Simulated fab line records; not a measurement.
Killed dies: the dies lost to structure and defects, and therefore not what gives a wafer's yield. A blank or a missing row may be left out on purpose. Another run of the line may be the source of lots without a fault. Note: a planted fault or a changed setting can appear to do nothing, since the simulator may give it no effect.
Matching of chambers | flow n5-finfet | N5_BEOL_M2_DEP_57 on pecvd-01: 3 sister chambers
The step deposits SiCN from 3MS/NH3, target thk 8 nm, time 14 s. 14 wafers are shown with their chamber, then 7 later ones without.

== EACH WAFER AND ITS CHAMBER ==
wafer  | chamber | throttle-valve-pct (%) | chamber-pressure-Torr (Torr) | showerhead-plenum-p-Torr (Torr)
L075.4 | 1       | 9.35                   | 3.004                        | 3.672
L075.5 | 1       | 9.60                   | 2.998                        | 3.657
L075.6 | 0       | 9.44                   | 3.014                        | 3.679
L083.1 | 1       | 9.52                   | 3.008                        | 3.666
L083.4 | 0       | 9.57                   | 2.999                        | 3.667
L083.5 | 2       | 8.81                   | 3.001                        | 3.656
L084.2 | 1       | 9.32                   | 2.998                        | 3.673
L084.3 | 0       | 9.76                   | 2.998                        | 3.668
L084.6 | 2       | 8.93                   | 2.986                        | 3.666
L085.2 | 2       | 9.01                   | 3.001                        | 3.677
L085.4 | 1       | 9.50                   | 3.009                        | 3.666
L085.5 | 0       | 9.91                   | 2.997                        | 3.673
L088.1 | 2       | 8.99                   | 3.004                        | 3.674
L088.5 | 2       | 8.90                   | 2.996                        | 3.664

SIGNATURES (means of the wafers above)
reading                  | chamber 0 | chamber 1 | chamber 2 | scatter within a chamber
throttle-valve-pct       | 9.6700    | 9.4580    | 8.9280    | 0.138
chamber-pressure-Torr    | 3.00200   | 3.00340   | 2.99760   | 0.00679
showerhead-plenum-p-Torr | 3.67175   | 3.66680   | 3.66740   | 0.00696
Rule: for a wafer and a chamber, the distance is found by dividing, reading by reading, the gap between the wafer's reading and the chamber's mean by the reading's scatter, squaring, summing and taking the root. The wafer belongs to the nearest chamber; if the next one is less than 2 further off, it can't be placed. How the scatter is found: for the shown wafers, subtract from each reading the mean of its chamber, square and add these, divide the total by (wafers less chambers), then take the root.

== WAFERS WHOSE CHAMBER IS MISSING ==
wafer  | throttle-valve-pct (%) | chamber-pressure-Torr (Torr) | showerhead-plenum-p-Torr (Torr)
L088.6 | 9.41                   | 3.008                        | 3.663
L089.1 | 9.13                   | 2.992                        | 3.666
L089.2 | 9.86                   | 3.017                        | 3.667
L089.3 | 9.42                   | 3.001                        | 3.672
L091.2 | 9.80                   | 3.007                        | 3.669
L091.5 | 9.70                   | 2.997                        | 3.670
L091.6 | 9.58                   | 2.993                        | 3.666

== CHAMBER TAKEN BY EACH ==
wafer  | from the rows above     | in truth
L088.6 | can't be placed: 1 or 0 | 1
L089.1 | can't be placed: 2 or 1 | 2
L089.2 | can't be placed: 0 or 1 | 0
L089.3 | can't be placed: 1 or 0 | 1
L091.2 | can't be placed: 0 or 1 | 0
L091.5 | can't be placed: 0 or 1 | 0
L091.6 | can't be placed: 0 or 1 | 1
0 of 7 placed correctly. Cannot be placed on the basis of these rows: 7; the candidates contain the true chamber in 7. Placed wrongly: 0.
